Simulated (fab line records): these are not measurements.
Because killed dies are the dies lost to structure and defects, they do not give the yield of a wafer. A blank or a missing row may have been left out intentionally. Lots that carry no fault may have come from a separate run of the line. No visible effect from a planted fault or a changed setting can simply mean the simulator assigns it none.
Struck lot and sound lot, side by side || flow n5-finfet || 16 out of 1938 route steps
Sound: the wafers L504.1, L504.2, L504.4. Wafers struck: L511.1, L511.2, L511.5. At the end, the cause is stated.
For every step that has rows: the tool of each side, followed by ch and its chambers, followed by its first start. Under that, the readings that differ: sound wafers || struck wafers || difference of the means || sigmas: that difference in standard deviations of wafers without a fault.
alike: readings whose means differ by less than 2 such deviations, and words and numbers that are the same on both sides. not compared: withheld readings, readings that some wafer has no value for, bounds like >300 that may hide the same value, and numbers for which the record gives no deviation and whose values overlap.
A row with sigmas, a row that says differs or no value, or rows on one side alone: a step with any of these is where the two part. Numbers that don't overlap but have no deviation are shown without sigmas and don't part them. Lack of a reading on every wafer of one side parts them only where that side has two or more wafers.

first, 9 steps without rows for these wafers: N5_FIN_CUT_PEB_06 (peb time 60 s); N5_FIN_CUT_DEVELOP_07 (develop time 30 s); N5_FIN_CUT_DESCUM_13 (chemistry O2, time 7 s); N5_FIN_CUT_ETCH_30 (etches underlayer in N2/H2, target depth 13 nm, time 10.4 s); N5_FIN_CUT_ETCH_20 (etches SiARC in CF4, target depth 26 nm, time 43.3 s); N5_FIN_CUT_ETCH_21 (etches SOC in N2/H2, target depth 219 nm, overetch 43.8 nm, time 523.5 s); N5_FIN_CUT_STRIP_23 (strips in N2/H2); N5_FIN_CUT_STRIP_31 (strips in N2/H2); N5_FIN_CUT_STRIP_24 (strips in CF4).
N5_FIN_CUT_CUT_ETCH_26: etches SiNx in CH3F/O2, target depth 39 nm, time 55.7 s.
  sound on rie-diel-06 ch 0,2,3, day 2 15:45; struck on rie-diel-06 ch 0,1, day 4 10:09
{"reading": "rf-fwd-power-W (W)", "sound": "393.3 390.4 390.9", "struck": "486.8 487.6 489.0", "difference": "+96.3", "sigmas": "+60"}
{"reading": "rf-vpp-V (V)", "sound": "295 291 304", "struck": "268 264 267", "difference": -30, "sigmas": -7}
{"reading": "model.etch.depth-nm (nm)", "sound": "38.86 38.4 39.86", "struck": "42.88 41.81 42.93", "difference": "+3.50", "sigmas": ""}
{"reading": "model.SOC_of_FIN_CUT_COAT_18.thk-nm (nm)", "sound": "212.6 213.4 211.8", "struck": "209.8 209.8 209.2", "difference": -3.0, "sigmas": ""}
  alike: drypump-motor-current-A, oes_f_703_au, oes_o_777_au, oes-product-au, showerhead-plenum-p-Torr, throttle-valve-pct
  not compared: rf-hours-counter-h
then, 3 steps without rows for these wafers: N5_FIN_CUT_CUT_ETCH_27 (etches SiO2 in CHF3/O2, target depth 4 nm, overetch 2 nm, time 4.9 s); N5_FIN_CUT_PRECLEAN_35 (cleans in vHF, time 13.3 s); N5_FIN_CUT_CUT_ETCH_15 (etches Si in HBr/Cl2/O2, target depth 100 nm, bt time 10 s, time 42.4 s).
N5_FIN_CUT_CUT_ETCH_28: etches Si in HBr/Cl2/O2, target depth 6 nm, time 2.4 s.
  sound on rie-si-03 ch 0,1,2, day 2 16:00; struck on rie-si-02 ch 1,2,3, day 4 10:24
{"reading": "model.SOC_of_FIN_CUT_COAT_18.thk-nm (nm)", "sound": "168.8 170 169", "struck": "166.2 167.8 166.4", "difference": -2.5, "sigmas": ""}
  alike: drypump-motor-current-A, oes_o_777_au, oes-product-au, throttle-valve-pct
  not compared: rf-fwd-power-W, rf-hours-counter-h
then, 1 step without rows for these wafers: N5_FIN_CUT_STRIP_22 (strips in N2/H2).
-- record jumps: 6 days separate the struck wafers' starts on either side; left off in module FIN_CUT, taken up again in module BEOL_M4, whose first shown step is the route's number 1111 --
N5_BEOL_M4_RC_MEAS_101:
  sound on prober-02 ch 0, day 8 20:29; struck on prober-01 ch 0, day 10 11:26
  alike: DIBL_N, DIBL_P, IOFF_N, IOFF_P, ION_N, ION_P, SS_N, SS_P, VT_N, VT_P

WHERE THEY PART
N5_FIN_CUT_CUT_ETCH_26 only, going by this record. Later steps at which nothing parts them and some readings are alike: N5_FIN_CUT_CUT_ETCH_28, N5_BEOL_M4_RC_MEAS_101.

WHY: whatever the simulator had introduced
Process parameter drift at N5_FIN_CUT_CUT_ETCH_26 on rie-diel-06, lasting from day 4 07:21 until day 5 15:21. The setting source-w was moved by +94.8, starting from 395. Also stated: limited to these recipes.
